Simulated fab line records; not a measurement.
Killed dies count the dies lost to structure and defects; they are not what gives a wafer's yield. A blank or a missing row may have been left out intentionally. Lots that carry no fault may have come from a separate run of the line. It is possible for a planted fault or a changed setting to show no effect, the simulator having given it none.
Matching of chambers || flow nand_harc || pecvd-04 running NHARC_P_M2_PRE_CLEAN_32: 3 sister chambers
The step time 12 s. 18 wafers are shown with their chamber, then 9 later ones without.

## EACH WAFER AND ITS CHAMBER
{"wafer": "L258.1", "chamber": 2, "heater_power_w (W)": 606, "heater_power_outer_w (W)": 386}
{"wafer": "L258.2", "chamber": 0, "heater_power_w (W)": 652, "heater_power_outer_w (W)": 344}
{"wafer": "L258.5", "chamber": 2, "heater_power_w (W)": 613, "heater_power_outer_w (W)": 384}
{"wafer": "L259.1", "chamber": 0, "heater_power_w (W)": 650, "heater_power_outer_w (W)": 355}
{"wafer": "L259.4", "chamber": 1, "heater_power_w (W)": 684, "heater_power_outer_w (W)": 428}
{"wafer": "L259.6", "chamber": 2, "heater_power_w (W)": 609, "heater_power_outer_w (W)": 380}
{"wafer": "L260.2", "chamber": 0, "heater_power_w (W)": 626, "heater_power_outer_w (W)": 331}
{"wafer": "L260.3", "chamber": 2, "heater_power_w (W)": 625, "heater_power_outer_w (W)": 394}
{"wafer": "L260.4", "chamber": 0, "heater_power_w (W)": 612, "heater_power_outer_w (W)": 332}
{"wafer": "L262.1", "chamber": 0, "heater_power_w (W)": 621, "heater_power_outer_w (W)": 333}
{"wafer": "L262.2", "chamber": 1, "heater_power_w (W)": 677, "heater_power_outer_w (W)": 397}
{"wafer": "L262.6", "chamber": 2, "heater_power_w (W)": 608, "heater_power_outer_w (W)": 392}
{"wafer": "L265.1", "chamber": 1, "heater_power_w (W)": 703, "heater_power_outer_w (W)": 434}
{"wafer": "L265.3", "chamber": 2, "heater_power_w (W)": 620, "heater_power_outer_w (W)": 378}
{"wafer": "L265.5", "chamber": 0, "heater_power_w (W)": 674, "heater_power_outer_w (W)": 385}
{"wafer": "L271.2", "chamber": 2, "heater_power_w (W)": 542, "heater_power_outer_w (W)": 328}
{"wafer": "L271.5", "chamber": 1, "heater_power_w (W)": 691, "heater_power_outer_w (W)": 402}
{"wafer": "L271.6", "chamber": 2, "heater_power_w (W)": 534, "heater_power_outer_w (W)": 337}

SIGNATURES, as means of the wafers listed above
{"reading": "heater_power_w", "chamber 0": 639.17, "chamber 1": 688.75, "chamber 2": 594.62, "scatter within a chamber": 28.2}
{"reading": "heater_power_outer_w", "chamber 0": 346.67, "chamber 1": 415.25, "chamber 2": 372.38, "scatter within a chamber": 22.7}
Rule: for each reading, subtract the chamber's mean from the wafer's reading, divide by that reading's scatter and square the result; add these up over the readings and take the root, which gives the wafer's distance from the chamber. The wafer belongs to the nearest chamber; if the next one is less than 2 further off, it can't be placed. How the scatter is found: for the shown wafers, subtract from each reading the mean of its chamber, square and add these, divide the total by (wafers less chambers), then take the root.

## WAFERS WITHOUT THEIR CHAMBER
{"wafer": "L275.1", "heater_power_w (W)": 620, "heater_power_outer_w (W)": 346}
{"wafer": "L275.2", "heater_power_w (W)": 722, "heater_power_outer_w (W)": 420}
{"wafer": "L275.3", "heater_power_w (W)": 577, "heater_power_outer_w (W)": 366}
{"wafer": "L280.1", "heater_power_w (W)": 770, "heater_power_outer_w (W)": 460}
{"wafer": "L280.4", "heater_power_w (W)": 756, "heater_power_outer_w (W)": 460}
{"wafer": "L280.6", "heater_power_w (W)": 540, "heater_power_outer_w (W)": 293}
{"wafer": "L281.3", "heater_power_w (W)": 514, "heater_power_outer_w (W)": 323}
{"wafer": "L281.4", "heater_power_w (W)": 527, "heater_power_outer_w (W)": 316}
{"wafer": "L281.6", "heater_power_w (W)": 650, "heater_power_outer_w (W)": 371}

## CHAMBER TAKEN BY EACH
{"wafer": "L275.1", "from the rows above": "can't be placed: 0 or 2", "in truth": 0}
{"wafer": "L275.2", "from the rows above": 1, "in truth": 1}
{"wafer": "L275.3", "from the rows above": "can't be placed: 2 or 0", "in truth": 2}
{"wafer": "L280.1", "from the rows above": 1, "in truth": 1}
{"wafer": "L280.4", "from the rows above": 1, "in truth": 1}
{"wafer": "L280.6", "from the rows above": "can't be placed: 2 or 0", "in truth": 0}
{"wafer": "L281.3", "from the rows above": "can't be placed: 2 or 0", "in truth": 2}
{"wafer": "L281.4", "from the rows above": "can't be placed: 2 or 0", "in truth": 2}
{"wafer": "L281.6", "from the rows above": "can't be placed: 0 or 2 or 1", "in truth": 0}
Correctly placed: 3 of 9. From these rows, 6 cannot be placed; in 6 the true chamber is one of the candidates. 0 placed wrongly.
